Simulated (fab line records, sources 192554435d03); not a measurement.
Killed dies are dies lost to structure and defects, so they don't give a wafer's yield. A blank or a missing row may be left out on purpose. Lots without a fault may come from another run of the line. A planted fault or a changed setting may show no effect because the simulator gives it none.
Chamber matching | flow n5_finfet | N5_FIN_SAQP_HM_OPEN_73 on rie_diel-05: 4 sister chambers
The step chemistry CHF3/O2, target SiO2, stops on a-Si, target depth 12 nm, time 16.8 s. 18 wafers are shown with their chamber, then 9 later ones without.

WAFERS WITH THEIR CHAMBER
wafer  | chamber | drypump_motor_current_A (A) | showerhead_plenum_p_Torr (Torr) | throttle_valve_pct (%)
L075.3 | 3       | 5.9                         | 2.33                            | 18.78
L075.4 | 3       | 5.9                         | 2.33                            | 18.77
L075.6 | 0       | 5.6                         | 2.40                            | 18.92
L078.3 | 3       | 5.9                         | 2.33                            | 18.77
L078.4 | 3       | 5.9                         | 2.33                            | 18.78
L078.5 | 0       | 5.7                         | 2.40                            | 18.95
L083.1 | 2       | 5.1                         | 2.31                            | 18.48
L083.3 | 3       | 5.9                         | 2.32                            | 18.81
L083.6 | 2       | 5.1                         | 2.31                            | 18.49
L084.4 | 0       | 5.6                         | 2.39                            | 18.98
L084.5 | 3       | 5.9                         | 2.32                            | 18.79
L084.6 | 0       | 5.6                         | 2.40                            | 18.96
L086.3 | 3       | 5.9                         | 2.32                            | 18.82
L086.4 | 1       | 5.2                         | 2.34                            | 18.66
L086.5 | 0       | 5.6                         | 2.39                            | 18.98
L088.2 | 1       | 5.2                         | 2.34                            | 18.69
L088.3 | 0       | 5.6                         | 2.39                            | 18.98
L088.6 | 1       | 5.3                         | 2.34                            | 18.67

SIGNATURES (means of the wafers above)
reading                  | chamber 0 | chamber 1 | chamber 2 | chamber 3 | scatter within a chamber
drypump_motor_current_A  | 5.617     | 5.233     | 5.100     | 5.900     | 0.0327
showerhead_plenum_p_Torr | 2.3950    | 2.3400    | 2.3100    | 2.3257    | 0.00479
throttle_valve_pct       | 18.9617   | 18.6733   | 18.4850   | 18.7886   | 0.0202
Rule: a wafer's distance from a chamber is the root of the sum, over the readings, of the square of ((its reading less the chamber's mean) divided by the reading's scatter). The wafer belongs to the nearest chamber; if the next one is less than 2 further off, it can't be placed. The scatter: the root of (the sum of the squares of (reading less its chamber's mean) over the shown wafers, divided by (wafers less chambers)).

WAFERS WITHOUT THEIR CHAMBER
wafer  | drypump_motor_current_A (A) | showerhead_plenum_p_Torr (Torr) | throttle_valve_pct (%)
L092.3 | 5.7                         | 2.39                            | 19.00
L092.5 | 5.7                         | 2.39                            | 19.00
L092.6 | 5.9                         | 2.32                            | 18.82
L093.1 | 5.9                         | 2.32                            | 18.83
L093.3 | 5.1                         | 2.30                            | 18.53
L093.5 | 5.9                         | 2.32                            | 18.82
L097.4 | 5.9                         | 2.31                            | 18.84
L097.5 | 5.9                         | 2.31                            | 18.84
L097.6 | 5.7                         | 2.38                            | 19.01

WHICH CHAMBER EACH WENT THROUGH
wafer  | from the rows above | in truth
L092.3 | 0                   | 0
L092.5 | 0                   | 0
L092.6 | 3                   | 3
L093.1 | 3                   | 3
L093.3 | 2                   | 2
L093.5 | 3                   | 3
L097.4 | 3                   | 3
L097.5 | 3                   | 3
L097.6 | 0                   | 0
Placed correctly: 9 of 9. Can't be placed from these rows: 0. Placed wrongly: 0.
